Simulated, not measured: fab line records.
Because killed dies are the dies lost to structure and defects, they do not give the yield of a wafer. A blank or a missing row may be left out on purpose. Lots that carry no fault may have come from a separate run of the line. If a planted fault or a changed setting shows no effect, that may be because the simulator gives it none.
Problem report in the 8D (eight disciplines) form, filled by code	flow nand-harc	the parts of the form that need people (team, actions taken, sign-off) are left out

## 1. WHAT IS WRONG
A mean of 727.7 nm is read at NHARC_P_ZERO_WELL_CD_MEAS_37 for cd-nm, taken on 1 wafer of 1 lot, against 719.6 nm (standard deviation 1.5) on wafers free of any fault. Measured from the usual mean, that is +5.4 standard deviations.
The step: target cd 720 nm.
The first sign was on wafer L133.2 at day 3 05:58, on cd-sem-02. The record holds 36 wafers of 12 lots with a number at this step. Rule for "out" (also "out of limits"): further than 4 standard deviations from the usual mean. All remaining wafers that have a number are taken as sound.

## 2. WHAT THIS IS AND IS NOT
question	is	is not
which readings at this step	cd-nm	-
which lots	L133	L131, L142, L143, L144, L146, L148, L149, L150, L151, L152, L153
which wafers of those lots	L133.2	L133.3, L133.4
read on which gauges	cd-sem-02	cd-sem-01, cd-sem-03
when	from day 3 05:58	up to then (5 sound wafers); but 30 sound wafers of L142, L143, L144, L146, L148, L149, L150, L151, L152, L153 came after

## 3. THE SUSPECTS, EACH WITH WHAT RULES IT OUT
Counting: any tool at a process step up to the reading remains a suspect provided it ran every lot that is out. Sound lots after the first of them don't rule it out here, since some wafers of a struck lot are sound.
- the gauge at NHARC_P_ZERO_WELL_CD_MEAS_37: kept. All the wafers that are out were read on cd-sem-02, and no step on other tools shows them out.
- krf-scanner-01 at NHARC_P_ZERO_WELL_EXPOSE_34 (exposes mask P PWELL, target cd 720 nm): kept. It ran the lot that is out, L133 (day 3 05:49).
What counting leaves: krf-scanner-01 at NHARC_P_ZERO_WELL_EXPOSE_34 and cd-sem-02 at NHARC_P_ZERO_WELL_CD_MEAS_37.

## 4. THE CAUSE (what the simulator had put in)
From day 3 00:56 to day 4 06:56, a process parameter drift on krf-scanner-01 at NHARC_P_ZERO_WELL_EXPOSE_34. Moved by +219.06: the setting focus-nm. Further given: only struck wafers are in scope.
2 suspects survive the count, and this tool is in that group.

## 5. SEQUENCE OF EFFECTS, ordered by route
One row per reading whose mean, taken over the struck wafers that have a number, lies over 3 standard deviations from the usual. Only readings whose record carries a usual standard deviation are examined. hours: median over the lots of the time between each lot's start at the first step of this table that gives one and its start at this step. sigmas: the change, counted in usual standard deviations.
hours	step	reading	usual	on struck wafers	change	sigmas
0	NHARC_P_ZERO_WELL_CD_MEAS_37	cd-nm	719.6 nm	727.7	+8.1	+5.4
Later steps that measure or inspect, where all struck wafers having a row at the step show a number for every such reading and not one has moved that far: NHARC_P_ZERO_WELL_CD_MEAS_52.

## 6. HOW IT WOULD HAVE BEEN CAUGHT EARLIER
Counted from the fault's start at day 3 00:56, it took 5 hours until the first out-of-limits reading at a measuring or inspecting step in this record, taken at day 3 05:58.
The start of NHARC_P_ZERO_WELL_EXPOSE_34 on krf-scanner-01 came by day 3 05:58 for every one of the lots that are out (1). None of them would have been spared by holding the tool at that moment.
